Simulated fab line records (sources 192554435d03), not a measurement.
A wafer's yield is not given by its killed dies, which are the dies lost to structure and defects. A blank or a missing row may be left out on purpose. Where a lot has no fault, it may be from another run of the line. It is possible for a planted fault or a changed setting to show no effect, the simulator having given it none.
Matching of chambers	flow n5 finfet	N5_DUMMY_GATE_CMP_04 on cmp-02: 4 sister chambers
The step polishes a-Si. 27 wafers are shown with their chamber, then 12 later ones without.

## WAFERS, EACH WITH ITS CHAMBER
wafer	chamber	motor current A (A)	time to endpoint s (s)
L074.1	1	9.5	15.6
L074.3	3	12.0	13.7
L074.5	0	9.2	11.4
L074.2	2	9.3	15.7
L074.4	0	9.5	14.7
L074.6	3	12.0	15.0
L075.1	1	9.6	10.6
L075.2	3	13.0	11.4
L075.4	0	9.6	9.9
L075.3	2	9.3	11.2
L075.5	0	9.3	10.4
L075.6	1	10.2	10.4
L078.1	2	9.1	15.5
L078.2	3	12.5	12.0
L078.3	0	9.5	9.1
L081.2	0	9.2	13.6
L081.4	1	9.4	11.7
L081.5	1	9.6	11.0
L082.3	3	12.7	16.9
L082.4	0	9.6	13.7
L082.5	3	12.3	13.8
L086.2	2	9.2	12.3
L086.4	0	9.6	10.2
L086.6	1	9.6	11.2
L087.2	1	10.1	14.3
L087.3	0	9.3	11.9
L087.4	2	8.7	17.2

SIGNATURES (averages over the wafers above)
reading	chamber 0	chamber 1	chamber 2	chamber 3	scatter within a chamber
motor current A	9.422	9.714	9.120	12.417	0.283
time to endpoint s	11.656	12.114	14.380	13.800	2.09
Rule: distance of a wafer from a chamber = root of the sum over the readings of ((wafer's reading minus chamber's mean) / reading's scatter) squared. If the next closest chamber is less than 2 further off than the closest, the wafer can't be placed; otherwise it belongs to the closest. The scatter: take each reading less its chamber's mean, square it, sum over the shown wafers, divide by the number of wafers less the number of chambers, and take the root.

## WAFERS WHOSE CHAMBER IS MISSING
wafer	motor current A (A)	time to endpoint s (s)
L088.1	12.5	11.1
L088.2	9.5	13.2
L088.6	11.5	12.2
L088.3	9.0	10.1
L088.4	10.0	13.8
L088.5	9.7	14.1
L096.1	10.1	15.7
L096.2	12.9	16.4
L096.6	12.6	14.9
L097.1	12.2	14.8
L097.2	9.5	14.9
L097.4	9.1	13.1

## WHICH CHAMBER EACH WENT THROUGH
wafer	from the rows above	in truth
L088.1	3	3
L088.2	can't be placed: 0 or 1 or 2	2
L088.6	3	3
L088.3	can't be placed: 0 or 2 or 1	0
L088.4	can't be placed: 1 or 0 or 2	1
L088.5	can't be placed: 1 or 0 or 2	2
L096.1	can't be placed: 1 or 0 or 2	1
L096.2	3	3
L096.6	3	3
L097.1	3	3
L097.2	can't be placed: 2 or 1 or 0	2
L097.4	can't be placed: 2 or 0 or 1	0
Placed correctly: 5 of 12. Not placeable from these rows: 7 (in 7, the candidates include the true chamber). Number placed wrongly: 0.
